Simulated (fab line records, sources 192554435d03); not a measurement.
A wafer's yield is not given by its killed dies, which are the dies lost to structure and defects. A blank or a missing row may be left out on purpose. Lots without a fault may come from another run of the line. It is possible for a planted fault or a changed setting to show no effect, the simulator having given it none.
Chamber matching || flow n5Finfet || 4 sister chambers for N5_BEOL_M0_ETCH_109 on rieDiel-02
The step etches SiCN in CH3F/O2, target depth 8 nm, overetch 2.4 nm, time 27.4 s. 14 wafers are shown with their chamber, then 7 later ones without.

== WAFERS WITH THEIR CHAMBER ==
{"wafer": "L074.1", "chamber": 1, "showerheadPlenumPTorr (Torr)": 1.89, "throttleValvePct (%)": 16.10, "oesProductAu (a.u.)": 0.64}
{"wafer": "L074.3", "chamber": 3, "showerheadPlenumPTorr (Torr)": 1.96, "throttleValvePct (%)": 16.34, "oesProductAu (a.u.)": 0.76}
{"wafer": "L074.6", "chamber": 1, "showerheadPlenumPTorr (Torr)": 1.89, "throttleValvePct (%)": 16.09, "oesProductAu (a.u.)": 0.63}
{"wafer": "L083.2", "chamber": 2, "showerheadPlenumPTorr (Torr)": 2.04, "throttleValvePct (%)": 16.16, "oesProductAu (a.u.)": 0.65}
{"wafer": "L083.3", "chamber": 0, "showerheadPlenumPTorr (Torr)": 2.06, "throttleValvePct (%)": 16.27, "oesProductAu (a.u.)": 0.61}
{"wafer": "L083.5", "chamber": 3, "showerheadPlenumPTorr (Torr)": 1.95, "throttleValvePct (%)": 16.39, "oesProductAu (a.u.)": 0.75}
{"wafer": "L087.1", "chamber": 3, "showerheadPlenumPTorr (Torr)": 1.95, "throttleValvePct (%)": 16.40, "oesProductAu (a.u.)": 0.75}
{"wafer": "L087.5", "chamber": 3, "showerheadPlenumPTorr (Torr)": 1.95, "throttleValvePct (%)": 16.40, "oesProductAu (a.u.)": 0.75}
{"wafer": "L087.6", "chamber": 2, "showerheadPlenumPTorr (Torr)": 2.04, "throttleValvePct (%)": 16.16, "oesProductAu (a.u.)": 0.65}
{"wafer": "L090.4", "chamber": 1, "showerheadPlenumPTorr (Torr)": 1.88, "throttleValvePct (%)": 16.14, "oesProductAu (a.u.)": 0.61}
{"wafer": "L090.5", "chamber": 2, "showerheadPlenumPTorr (Torr)": 2.04, "throttleValvePct (%)": 16.17, "oesProductAu (a.u.)": 0.64}
{"wafer": "L090.6", "chamber": 3, "showerheadPlenumPTorr (Torr)": 1.95, "throttleValvePct (%)": 16.42, "oesProductAu (a.u.)": 0.71}
{"wafer": "L092.1", "chamber": 0, "showerheadPlenumPTorr (Torr)": 2.05, "throttleValvePct (%)": 16.30, "oesProductAu (a.u.)": 0.61}
{"wafer": "L092.2", "chamber": 3, "showerheadPlenumPTorr (Torr)": 1.95, "throttleValvePct (%)": 16.42, "oesProductAu (a.u.)": 0.73}

SIGNATURES (averages over the wafers above)
{"reading": "showerheadPlenumPTorr", "chamber 0": 2.0550, "chamber 1": 1.8867, "chamber 2": 2.0400, "chamber 3": 1.9517, "scatter within a chamber": 0.00447}
{"reading": "throttleValvePct", "chamber 0": 16.2850, "chamber 1": 16.1100, "chamber 2": 16.1633, "chamber 3": 16.3950, "scatter within a chamber": 0.025}
{"reading": "oesProductAu", "chamber 0": 0.6100, "chamber 1": 0.6267, "chamber 2": 0.6467, "chamber 3": 0.7417, "scatter within a chamber": 0.0149}
Rule: a wafer's distance from a chamber is the root of the sum, over the readings, of the square of ((its reading less the chamber's mean) divided by the reading's scatter). If the next closest chamber is less than 2 further off than the closest, the wafer can't be placed; otherwise it belongs to the closest. The scatter: the root of (the sum of the squares of (reading less its chamber's mean) over the shown wafers, divided by (wafers less chambers)).

== WAFERS WITH NO CHAMBER GIVEN ==
{"wafer": "L092.3", "showerheadPlenumPTorr (Torr)": 2.04, "throttleValvePct (%)": 16.18, "oesProductAu (a.u.)": 0.64}
{"wafer": "L094.1", "showerheadPlenumPTorr (Torr)": 2.04, "throttleValvePct (%)": 16.19, "oesProductAu (a.u.)": 0.63}
{"wafer": "L094.4", "showerheadPlenumPTorr (Torr)": 1.88, "throttleValvePct (%)": 16.16, "oesProductAu (a.u.)": 0.62}
{"wafer": "L094.5", "showerheadPlenumPTorr (Torr)": 2.05, "throttleValvePct (%)": 16.31, "oesProductAu (a.u.)": 0.60}
{"wafer": "L095.2", "showerheadPlenumPTorr (Torr)": 2.03, "throttleValvePct (%)": 16.19, "oesProductAu (a.u.)": 0.62}
{"wafer": "L095.5", "showerheadPlenumPTorr (Torr)": 1.95, "throttleValvePct (%)": 16.45, "oesProductAu (a.u.)": 0.73}
{"wafer": "L095.6", "showerheadPlenumPTorr (Torr)": 1.88, "throttleValvePct (%)": 16.17, "oesProductAu (a.u.)": 0.61}

== EACH ONE'S CHAMBER ==
{"wafer": "L092.3", "from the rows above": 2, "in truth": 2}
{"wafer": "L094.1", "from the rows above": 2, "in truth": 2}
{"wafer": "L094.4", "from the rows above": 1, "in truth": 1}
{"wafer": "L094.5", "from the rows above": 0, "in truth": 0}
{"wafer": "L095.2", "from the rows above": 2, "in truth": 2}
{"wafer": "L095.5", "from the rows above": 3, "in truth": 3}
{"wafer": "L095.6", "from the rows above": 1, "in truth": 1}
Correct placement for 7 of the 7. Number that these rows cannot place: 0. Placed wrongly: 0.
